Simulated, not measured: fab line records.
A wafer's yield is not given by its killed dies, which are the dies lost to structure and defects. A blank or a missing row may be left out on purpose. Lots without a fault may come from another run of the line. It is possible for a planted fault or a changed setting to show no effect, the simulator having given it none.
fab line records	flow n5-finfet	part 1 of 2: steps 1 to 4 of 6
[record] lots = 23	wafers = 69	last-day = 20
route steps=1938 shown BEOL_M3@977 BEOL_M4@1023
lots with no fault: from the same line, run without faults
start-h: the number of hours between the record's first day and the start of the first shown wafer of the lot	wait-h: hours elapsed since this lot's preceding step	" identical to the entry in the row above	L1.1+2: several wafers, shown together as one row	- either no value or no given start	* or withheld: withheld	< > ~ a bound
route shown NAME@n: names a module that has steps shown in the file, with the first one's number in the route	usual: mean/standard deviation taken from wafers without a fault	same: alike in all rows	chamber/n: place in a boat	sites: per-site readings	_std_site: how widely they spread, as a standard deviation	_edge_site: inner sites' mean taken away from outer sites' mean	radius-mm: for every site, how far away it sits from the centre of the wafer	mask NAME#n: copy n	behind: tool/chamber where the wafer was last shaped	hold: what put the lot on hold/how long, in hours/how the hold closed	device: the transistor (n, p or np) that didn't switch	end of line: tests of these same wafers at the route's end	for a step that has no rows: nothing shown but its recipe	killed: count of dies lost to structure and defects at first sort (not the wafer's yield)	map: per-die view of a wafer (x killed, . not killed, _ where there is no die)
set.NAME: the run value of the setting; set.NAME@STEP: its run value at that earlier step	model.NAME: the simulator's own value behind a step, which no gauge read
route steps across a sampled set of lots; one table per step, one row per wafer
services: a tool's chamber out of use, with start hour (start-h, from the record's first day; less than 0 if before it), hours out, and reason
[[steps]]
[step N5_BEOL_M3_VIA_ETCH_34]
[recipe] chemistry = C4F6/O2	target-depth-a = 694	mask-material = SOC	pressure-mtorr = 15	ion-energy-ev = 250	taper-deg = 4	time-s = 65.9	source-w = 350	bias-w = 170	Ar_flow_sccm = 300	C4F6_flow_sccm = 10	O2_flow_sccm = 10
[usual] drypump-motor-current-A = 5.7/0.53	oes_f_703_au = 0.79/0.052	oes-product-au = 0.80/0.06	rf-vpp-V = 669/7	showerhead-plenum-p-Torr = 2.85/0.092	throttle-valve-pct = 30.60/0.25
[same] time-s = 65.9
lot.wafer	tool	chamber	start-h	wait-h	drypump-motor-current-A	oes_f_703_au	oes-product-au	rf-hours-counter-h	rf-vpp-V	showerhead-plenum-p-Torr	throttle-valve-pct
L075.1	rie-diel-02	1	176.26	0.0	6.4	0.88	0.89	27	669	3.03	30.85
L075.4	"	0	"	"	5.8	0.80	0.81	-	670	2.88	30.39
L075.5	"	2	"	"	6.1	0.82	0.83	-	681	2.89	30.85
L076.2	rie-diel-06	1	180.09	0.0	5.2	0.80	0.82	87	670	2.76	30.62
L076.3	"	3	"	"	5.9	0.80	0.80	103	663	2.76	30.93
L076.5	"	3	"	"	5.8	0.80	0.80	-	663	2.76	30.93
L079.4	rie-diel-02	2	184.37	0.0	6.1	0.81	0.83	-	683	2.89	30.85
L079.5	"	1	"	"	6.4	0.86	0.88	-	669	3.03	30.88
L079.6	"	0	"	"	5.7	0.80	0.81	-	670	2.88	30.39
L077.1	rie-diel-02	3	188.90	0.0	4.7	0.83	0.84	62	669	2.75	30.28
L077.4	"	0	"	"	5.8	0.80	0.81	99	671	2.88	30.39
L077.5	"	3	"	"	4.7	0.83	0.84	-	670	2.75	30.28
L078.1	rie-diel-05	2	189.95	0.0	5.3	0.89	0.90	30	669	2.79	30.70
L078.4	"	1	"	"	6.0	0.76	0.75	158	657	2.83	30.32
L078.6	"	3	"	"	5.8	0.75	0.75	-	669	2.95	30.22
L081.1	rie-diel-02	1	206.22	0.0	6.4	0.86	0.87	40	670	3.02	30.85
L081.4	"	3	"	"	4.7	0.81	0.82	69	671	2.75	30.29
L081.5	"	1	"	"	6.4	0.86	0.85	-	669	3.02	30.89
L080.2	rie-diel-02	2	214.34	0.0	6.1	0.79	0.82	75	682	2.88	30.88
L080.3	"	1	"	"	6.4	0.86	0.86	42	668	3.02	30.87
L080.6	"	1	"	"	6.4	0.85	0.86	-	669	3.02	30.87
L083.1	rie-diel-02	1	222.04	0.0	6.4	0.85	0.86	44	668	3.02	30.89
L083.4	"	0	"	"	5.8	0.79	0.80	106	671	2.87	30.38
L083.6	"	3	"	"	4.7	0.80	0.82	-	670	2.75	30.29
L082.1	rie-diel-05	0	240.95	0.0	5.0	0.75	0.75	177	669	2.94	30.44
L082.5	"	2	"	"	5.3	0.87	0.88	-	668	2.78	30.71
L082.6	"	3	"	"	5.8	0.74	0.74	-	671	2.94	30.22
L084.2	rie-diel-02	1	245.95	0.0	6.4	0.83	0.86	52	670	3.02	30.88
L084.3	"	0	"	"	5.8	0.78	0.79	112	671	2.87	30.41
L084.5	"	2	"	"	6.1	0.78	0.81	-	682	2.88	30.87
L085.3	rie-diel-06	3	246.18	0.0	5.8	0.78	0.78	123	664	2.75	30.96
L085.4	"	1	"	"	5.3	0.78	0.79	-	669	2.74	30.67
L085.5	"	0	"	"	6.2	0.71	0.68	-	656	2.81	30.51
L086.1	rie-diel-02	1	250.00	0.0	6.4	0.84	0.85	53	671	3.02	30.90
L086.4	"	2	"	"	6.1	0.78	0.80	86	680	2.88	30.86
L086.5	"	2	"	"	6.1	0.78	0.81	-	680	2.88	30.88
L087.4	rie-diel-06	1	250.96	0.0	5.2	0.77	0.79	-	671	2.74	30.65
L087.5	"	0	"	"	6.2	0.70	0.68	-	657	2.81	30.52
L087.6	"	3	"	"	5.8	0.79	0.78	-	663	2.75	30.95
L089.3	rie-diel-05	0	255.73	0.0	5.0	0.75	0.74	181	669	2.94	30.43
L089.4	"	1	"	"	6.0	0.75	0.74	176	655	2.82	30.34
L089.6	"	3	"	"	5.8	0.74	0.73	-	670	2.94	30.23
L088.1	rie-diel-02	3	264.73	0.0	4.7	0.79	0.81	86	670	2.74	30.31
L088.4	"	0	"	"	5.8	0.78	0.79	116	671	2.87	30.40
L088.6	"	1	"	"	6.4	0.82	0.84	-	670	3.02	30.89
L090.1	rie-diel-06	0	268.97	0.0	6.2	0.70	0.67	253	655	2.80	30.53
L090.5	"	1	"	"	5.3	0.77	0.78	-	670	2.74	30.66
L090.6	"	3	"	"	5.8	0.78	0.77	-	663	2.74	30.96
L091.2	rie-diel-02	0	274.33	0.0	5.8	0.78	0.78	119	671	2.87	30.40
L091.3	"	2	"	"	6.1	0.77	0.79	93	682	2.88	30.89
L091.4	"	1	"	"	6.4	0.83	0.83	58	669	3.01	30.90
L093.2	rie-diel-02	0	285.06	0.0	5.8	0.77	0.79	122	669	2.87	30.42
L093.3	"	3	"	"	4.7	0.79	0.80	93	669	2.74	30.33
L093.4	"	1	"	"	6.4	0.83	0.83	62	668	3.01	30.92
L092.2	rie-diel-05	0	285.09	0.0	5.0	0.74	0.74	188	670	2.94	30.45
L092.4	"	1	"	"	6.0	0.74	0.73	182	655	2.82	30.34
L092.5	"	1	"	"	6.0	0.74	0.73	-	657	2.82	30.34
L094.2	rie-diel-05	3	290.09	0.0	5.8	0.74	0.73	176	669	2.94	30.24
L094.4	"	1	"	"	6.0	0.74	0.72	182	657	2.82	30.36
L094.5	"	3	"	"	5.8	0.73	0.73	-	670	2.94	30.23
L095.1	rie-diel-06	2	322.66	0.0	6.6	0.93	0.93	17	661	2.78	30.72
L095.3	"	1	"	"	5.2	0.76	0.76	136	671	2.73	30.68
L095.6	"	2	"	"	6.6	0.93	0.94	-	661	2.78	30.74
L096.2	rie-diel-05	2	327.89	0.0	5.3	0.83	0.84	71	666	2.77	30.74
L096.4	"	1	"	"	6.0	0.73	0.71	195	657	2.81	30.33
L096.6	"	1	"	"	6.0	0.73	0.72	-	655	2.81	30.36
L097.1	rie-diel-06	0	332.87	0.0	6.2	0.96	0.95	9	657	2.80	30.24
L097.2	"	2	"	"	6.6	0.92	0.92	21	660	2.78	30.73
L097.5	"	0	"	"	6.2	0.96	0.95	-	656	2.80	30.27
[step N5_BEOL_M3_TRENCH_ETCH_37]
[recipe] chemistry = C4F6/O2	target-depth-a = 555.55	target = SiOC	time-s = 29.2	ion-energy-ev = 250	pressure-mtorr = 30	source-w = 355	bias-w = 185	Ar_flow_sccm = 300	C4F6_flow_sccm = 10	O2_flow_sccm = 10
[usual] drypump-motor-current-A = 5.7/0.53	oes_f_703_au = 0.79/0.052	oes-product-au = 0.80/0.06	rf-vpp-V = 669/7.1	showerhead-plenum-p-Torr = 2.86/0.092	throttle-valve-pct = 20.72/0.18
[same] time-s = 29.2
lot.wafer	tool	chamber	start-h	wait-h	drypump-motor-current-A	oes_f_703_au	oes-product-au	rf-hours-counter-h	rf-vpp-V	showerhead-plenum-p-Torr	throttle-valve-pct
L075.1	rie-diel-02	1	-	-	6.4	0.88	0.89	27	670	3.03	20.80
L075.4	"	0	"	"	5.8	0.81	0.81	-	671	2.88	20.51
L075.5	"	2	"	"	6.1	0.81	0.84	-	682	2.90	20.95
L076.2	rie-diel-06	1	-	-	5.2	0.80	0.82	88	672	2.76	20.75
L076.3	"	3	"	"	5.8	0.81	0.80	103	663	2.76	21.00
L076.5	"	3	"	"	5.8	0.80	0.80	-	664	2.76	21.00
L079.4	rie-diel-02	2	-	-	6.1	0.81	0.83	-	682	2.89	20.92
L079.5	"	1	"	"	6.4	0.87	0.89	-	669	3.03	20.82
L079.6	"	0	"	"	5.8	0.80	0.81	-	672	2.88	20.53
L077.1	rie-diel-02	3	-	-	4.7	0.82	0.84	62	670	2.76	20.47
L077.4	"	0	"	"	5.7	0.80	0.81	99	672	2.88	20.51
L077.5	"	3	"	"	4.8	0.82	0.84	-	670	2.76	20.48
L078.1	rie-diel-05	2	-	-	5.3	0.89	0.91	30	667	2.79	20.67
L078.4	"	1	"	"	6.0	0.75	0.75	158	656	2.84	20.54
L078.6	"	3	"	"	5.8	0.75	0.75	-	669	2.95	20.45
L081.1	rie-diel-02	1	-	-	6.4	0.85	0.86	40	670	3.03	20.81
L081.4	"	3	"	"	4.7	0.81	0.83	69	668	2.76	20.50
L081.5	"	1	"	"	6.4	0.86	0.87	-	671	3.03	20.83
L080.2	rie-diel-02	2	-	-	6.1	0.80	0.81	75	682	2.89	20.94
L080.3	"	1	"	"	6.4	0.86	0.87	42	668	3.03	20.82
L080.6	"	1	"	"	6.4	0.85	0.86	-	669	3.03	20.83
L083.1	rie-diel-02	1	-	-	6.4	0.85	0.86	45	668	3.03	20.83
L083.4	"	0	"	"	5.8	0.79	0.80	106	671	2.88	20.52
L083.6	"	3	"	"	4.7	0.81	0.82	-	670	2.75	20.50
L082.1	rie-diel-05	0	-	-	5.0	0.75	0.74	177	670	2.95	20.67
L082.5	"	2	"	"	5.3	0.86	0.89	-	668	2.78	20.71
L082.6	"	3	"	"	5.8	0.74	0.74	-	670	2.95	20.49
L084.2	rie-diel-02	1	-	-	6.4	0.84	0.85	52	668	3.02	20.85
L084.3	"	0	"	"	5.8	0.78	0.79	112	671	2.88	20.54
L084.5	"	2	"	"	6.1	0.78	0.80	-	681	2.88	20.95
L085.3	rie-diel-06	3	-	-	5.8	0.79	0.78	123	661	2.75	21.03
L085.4	"	1	"	"	5.2	0.77	0.80	-	672	2.75	20.78
L085.5	"	0	"	"	6.2	0.71	0.69	-	655	2.81	20.73
L086.1	rie-diel-02	1	-	-	6.4	0.83	0.85	53	669	3.02	20.85
L086.4	"	2	"	"	6.1	0.78	0.80	86	681	2.88	20.96
L086.5	"	2	"	"	6.1	0.78	0.80	-	680	2.88	20.96
L087.4	rie-diel-06	1	-	-	5.2	0.78	0.80	-	674	2.75	20.80
L087.5	"	0	"	"	6.2	0.71	0.69	-	656	2.81	20.74
L087.6	"	3	"	"	5.8	0.78	0.78	-	662	2.75	21.03
L089.3	rie-diel-05	0	-	-	5.0	0.75	0.75	181	670	2.95	20.68
L089.4	"	1	"	"	6.0	0.75	0.73	176	657	2.83	20.57
L089.6	"	3	"	"	5.8	0.74	0.73	-	670	2.94	20.52
L088.1	rie-diel-02	3	-	-	4.7	0.79	0.81	86	668	2.75	20.51
L088.4	"	0	"	"	5.8	0.78	0.79	116	671	2.87	20.55
L088.6	"	1	"	"	6.4	0.84	0.84	-	669	3.02	20.85
L090.1	rie-diel-06	0	-	-	6.3	0.71	0.68	253	656	2.81	20.77
L090.5	"	1	"	"	5.2	0.77	0.77	-	672	2.75	20.80
L090.6	"	3	"	"	5.8	0.78	0.77	-	664	2.75	21.05
L091.2	rie-diel-02	0	-	-	5.8	0.78	0.78	119	670	2.87	20.55
L091.3	"	2	"	"	6.1	0.78	0.80	93	681	2.88	20.98
L091.4	"	1	"	"	6.4	0.83	0.84	58	669	3.02	20.85
L093.2	rie-diel-02	0	-	-	5.8	0.78	0.79	122	671	2.87	20.54
L093.3	"	3	"	"	4.8	0.78	0.81	93	669	2.74	20.51
L093.4	"	1	"	"	6.4	0.83	0.84	62	668	3.02	20.85
L092.2	rie-diel-05	0	-	-	5.0	0.74	0.74	188	669	2.94	20.70
L092.4	"	1	"	"	6.0	0.74	0.73	182	657	2.82	20.58
L092.5	"	1	"	"	6.0	0.74	0.74	-	656	2.83	20.57
L094.2	rie-diel-05	3	-	-	5.8	0.74	0.73	176	669	2.94	20.51
L094.4	"	1	"	"	6.0	0.74	0.74	182	658	2.82	20.60
L094.5	"	3	"	"	5.8	0.73	0.74	-	670	2.94	20.52
L095.1	rie-diel-06	2	-	-	6.6	0.93	0.93	17	660	2.79	20.72
L095.3	"	1	"	"	5.2	0.76	0.77	136	672	2.74	20.81
L095.6	"	2	"	"	6.6	0.93	0.94	-	662	2.79	20.73
L096.2	rie-diel-05	2	-	-	5.3	0.83	0.84	71	667	2.77	20.74
L096.4	"	1	"	"	6.0	0.73	0.71	195	656	2.82	20.60
L096.6	"	1	"	"	6.0	0.73	0.71	-	656	2.82	20.61
L097.1	rie-diel-06	0	-	-	6.2	0.96	0.95	9	657	2.80	20.39
L097.2	"	2	"	"	6.6	0.92	0.92	21	660	2.79	20.73
L097.5	"	0	"	"	6.2	0.96	0.96	-	656	2.80	20.37
[step N5_BEOL_M3_ETCH_41]
[recipe] chemistry = CH3F/O2	target = SiCN	target-depth-a = 299	taper-deg = 2	time-s = 52.5	ion-energy-ev = 120	mask-material = TiN	pressure-mtorr = 30	source-w = 395	bias-w = 75	Ar_flow_sccm = 150	CH3F_flow_sccm = 30	O2_flow_sccm = 20
[usual] drypump-motor-current-A = 5.7/0.53	oes-product-au = 0.80/0.06	rf-vpp-V = 297.4/1.5	showerhead-plenum-p-Torr = 2.01/0.067	throttle-valve-pct = 16.19/0.16
[same] time-s = 52.5
lot.wafer	tool	chamber	start-h	wait-h	drypump-motor-current-A	oes-product-au	rf-hours-counter-h	rf-vpp-V	showerhead-plenum-p-Torr	throttle-valve-pct
L075.1	rie-diel-02	1	-	-	6.4	0.89	27	299.7	2.14	16.16
L075.4	"	0	"	"	5.8	0.81	-	298.3	2.03	15.99
L075.5	"	2	"	"	6.1	0.83	-	297.1	2.03	16.31
L076.2	rie-diel-06	1	-	-	5.2	0.81	88	295.3	1.94	16.22
L076.3	"	3	"	"	5.8	0.80	103	295.5	1.94	16.45
L076.5	"	3	"	"	5.8	0.80	-	294.8	1.94	16.44
L079.4	rie-diel-02	2	-	-	6.1	0.83	-	297.5	2.03	16.34
L079.5	"	1	"	"	6.4	0.88	-	300.4	2.14	16.18
L079.6	"	0	"	"	5.7	0.81	-	297.8	2.03	15.98
L077.1	rie-diel-02	3	-	-	4.7	0.84	62	296.3	1.94	15.98
L077.4	"	0	"	"	5.8	0.80	99	298.0	2.03	15.98
L077.5	"	3	"	"	4.7	0.84	-	296.5	1.94	15.97
L078.1	rie-diel-05	2	-	-	5.3	0.91	30	296.5	1.96	16.10
L078.4	"	1	"	"	6.0	0.75	158	296.3	1.99	16.07
L078.6	"	3	"	"	5.8	0.75	-	299.0	2.08	16.02
L081.1	rie-diel-02	1	-	-	6.4	0.86	40	299.4	2.13	16.20
L081.4	"	3	"	"	4.7	0.82	69	294.9	1.93	15.97
L081.5	"	1	"	"	6.4	0.86	-	299.4	2.13	16.19
L080.2	rie-diel-02	2	-	-	6.1	0.81	75	297.8	2.03	16.34
L080.3	"	1	"	"	6.4	0.87	42	299.7	2.13	16.20
L080.6	"	1	"	"	6.4	0.86	-	299.9	2.13	16.21
L083.1	rie-diel-02	1	-	-	6.4	0.85	45	299.7	2.13	16.23
L083.4	"	0	"	"	5.7	0.80	106	298.9	2.02	16.00
L083.6	"	3	"	"	4.7	0.81	-	294.3	1.93	16.00
L082.1	rie-diel-05	0	-	-	5.1	0.75	177	299.5	2.07	16.20
L082.5	"	2	"	"	5.3	0.87	-	296.5	1.95	16.13
L082.6	"	3	"	"	5.8	0.73	-	300.1	2.08	16.03
L084.2	rie-diel-02	1	-	-	6.3	0.85	52	299.9	2.13	16.22
L084.3	"	0	"	"	5.8	0.79	112	296.7	2.02	16.02
L084.5	"	2	"	"	6.1	0.81	-	297.9	2.03	16.36
L085.3	rie-diel-06	3	-	-	5.8	0.78	123	296.4	1.93	16.49
L085.4	"	1	"	"	5.3	0.79	-	295.8	1.93	16.27
L085.5	"	0	"	"	6.2	0.68	-	297.6	1.97	16.26
L086.1	rie-diel-02	1	-	-	6.4	0.85	53	299.5	2.13	16.22
L086.4	"	2	"	"	6.1	0.81	86	299.0	2.03	16.38
L086.5	"	2	"	"	6.1	0.81	-	297.5	2.03	16.37
L087.4	rie-diel-06	1	-	-	5.2	0.79	-	296.5	1.93	16.25
L087.5	"	0	"	"	6.2	0.68	-	296.2	1.97	16.25
L087.6	"	3	"	"	5.8	0.78	-	295.9	1.93	16.48
L089.3	rie-diel-05	0	-	-	5.1	0.74	181	298.7	2.07	16.20
L089.4	"	1	"	"	6.0	0.73	176	297.6	1.99	16.10
L089.6	"	3	"	"	5.8	0.74	-	298.7	2.07	16.06
L088.1	rie-diel-02	3	-	-	4.7	0.81	86	295.6	1.93	16.01
L088.4	"	0	"	"	5.8	0.79	116	298.2	2.02	16.03
L088.6	"	1	"	"	6.4	0.84	-	298.9	2.13	16.24
L090.1	rie-diel-06	0	-	-	6.2	0.68	253	296.9	1.97	16.27
L090.5	"	1	"	"	5.2	0.78	-	295.3	1.93	16.27
L090.6	"	3	"	"	5.8	0.77	-	295.2	1.93	16.49
L091.2	rie-diel-02	0	-	-	5.7	0.79	119	297.4	2.02	16.02
L091.3	"	2	"	"	6.1	0.80	93	297.5	2.02	16.40
L091.4	"	1	"	"	6.4	0.84	58	299.5	2.13	16.24
L093.2	rie-diel-02	0	-	-	5.8	0.78	122	298.4	2.02	16.04
L093.3	"	3	"	"	4.7	0.80	93	295.9	1.93	16.01
L093.4	"	1	"	"	6.4	0.84	62	299.6	2.12	16.25
L092.2	rie-diel-05	0	-	-	5.0	0.74	188	298.3	2.07	16.23
L092.4	"	1	"	"	6.0	0.73	182	298.1	1.98	16.12
L092.5	"	1	"	"	6.0	0.72	-	297.5	1.98	16.11
L094.2	rie-diel-05	3	-	-	5.8	0.73	176	297.9	2.07	16.08
L094.4	"	1	"	"	6.0	0.73	182	298.0	1.98	16.12
L094.5	"	3	"	"	5.8	0.72	-	298.9	2.07	16.06
L095.1	rie-diel-06	2	-	-	6.6	0.93	17	297.1	1.96	16.15
L095.3	"	1	"	"	5.2	0.76	136	295.8	1.92	16.30
L095.6	"	2	"	"	6.6	0.94	-	297.1	1.96	16.15
L096.2	rie-diel-05	2	-	-	5.3	0.85	71	294.9	1.95	16.17
L096.4	"	1	"	"	6.0	0.72	195	297.0	1.98	16.14
L096.6	"	1	"	"	6.0	0.72	-	296.9	1.98	16.14
L097.1	rie-diel-06	0	-	-	6.2	0.96	9	296.4	1.97	15.80
L097.2	"	2	"	"	6.6	0.93	21	296.5	1.96	16.16
L097.5	"	0	"	"	6.2	0.95	-	295.6	1.97	15.78
[step N5_BEOL_M3_ANNEAL_49]
[recipe] temp-c = 400	time-s = 240	ambient = vacuum
[usual] heater-power-w = 827/51
[same] time-s = 240
lot.wafer	tool	chamber	start-h	wait-h	heater-power-w
L075.1	pvd-sputter-02	-	178.96	0.0	793
L075.4	"	-	"	"	868
L075.5	"	-	"	"	885
L076.2	pvd-sputter-01	-	181.62	0.0	789
L076.3	"	-	"	"	855
L076.5	"	-	"	"	814
L079.4	pvd-sputter-02	-	187.36	0.0	799
L079.5	"	-	"	"	794
L079.6	"	-	"	"	886
L077.1	pvd-sputter-02	-	190.20	0.0	882
L077.4	"	-	"	"	912
L077.5	"	-	"	"	775
L078.1	pvd-sputter-03	-	192.72	0.0	877
L078.4	"	-	"	"	784
L078.6	"	-	"	"	887
L081.1	pvd-sputter-03	-	208.94	0.0	868
L081.4	"	-	"	"	803
L081.5	"	-	"	"	831
L080.2	pvd-sputter-02	-	216.54	0.0	792
L080.3	"	-	"	"	919
L080.6	"	-	"	"	800
L083.1	pvd-sputter-02	-	223.65	0.0	904
L083.4	"	-	"	"	841
L083.6	"	-	"	"	889
L082.1	pvd-sputter-01	-	242.57	0.0	735
L082.5	"	-	"	"	857
L082.6	"	-	"	"	811
L084.2	pvd-sputter-02	-	247.54	0.0	804
L084.3	"	-	"	"	870
L084.5	"	-	"	"	894
L085.3	pvd-sputter-01	-	249.25	0.0	858
L085.4	"	-	"	"	802
L085.5	"	-	"	"	720
L086.1	pvd-sputter-01	-	252.11	0.0	806
L086.4	"	-	"	"	862
L086.5	"	-	"	"	742
L087.4	pvd-sputter-02	-	252.80	0.0	819
L087.5	"	-	"	"	893
L087.6	"	-	"	"	871
L089.3	pvd-sputter-01	-	257.25	0.0	725
L089.4	"	-	"	"	805
L089.6	"	-	"	"	852
L088.1	pvd-sputter-03	-	267.75	0.0	749
L088.4	"	-	"	"	870
L088.6	"	-	"	"	812
L090.1	pvd-sputter-01	-	272.08	0.0	824
L090.5	"	-	"	"	850
L090.6	"	-	"	"	860
L091.2	pvd-sputter-03	-	277.27	0.0	794
L091.3	"	-	"	"	845
L091.4	"	-	"	"	731
L093.2	pvd-sputter-01	-	286.46	0.0	845
L093.3	"	-	"	"	831
L093.4	"	-	"	"	798
L092.2	pvd-sputter-01	-	288.30	0.0	714
L092.4	"	-	"	"	831
L092.5	"	-	"	"	728
L094.2	pvd-sputter-03	-	291.61	0.0	812
L094.4	"	-	"	"	830
L094.5	"	-	"	"	815
L095.1	pvd-sputter-03	-	324.18	0.0	826
L095.3	"	-	"	"	746
L095.6	"	-	"	"	878
L096.2	pvd-sputter-01	-	329.47	0.0	722
L096.4	"	-	"	"	844
L096.6	"	-	"	"	836
L097.1	pvd-sputter-01	-	334.48	0.0	816
L097.2	"	-	"	"	823
L097.5	"	-	"	"	824
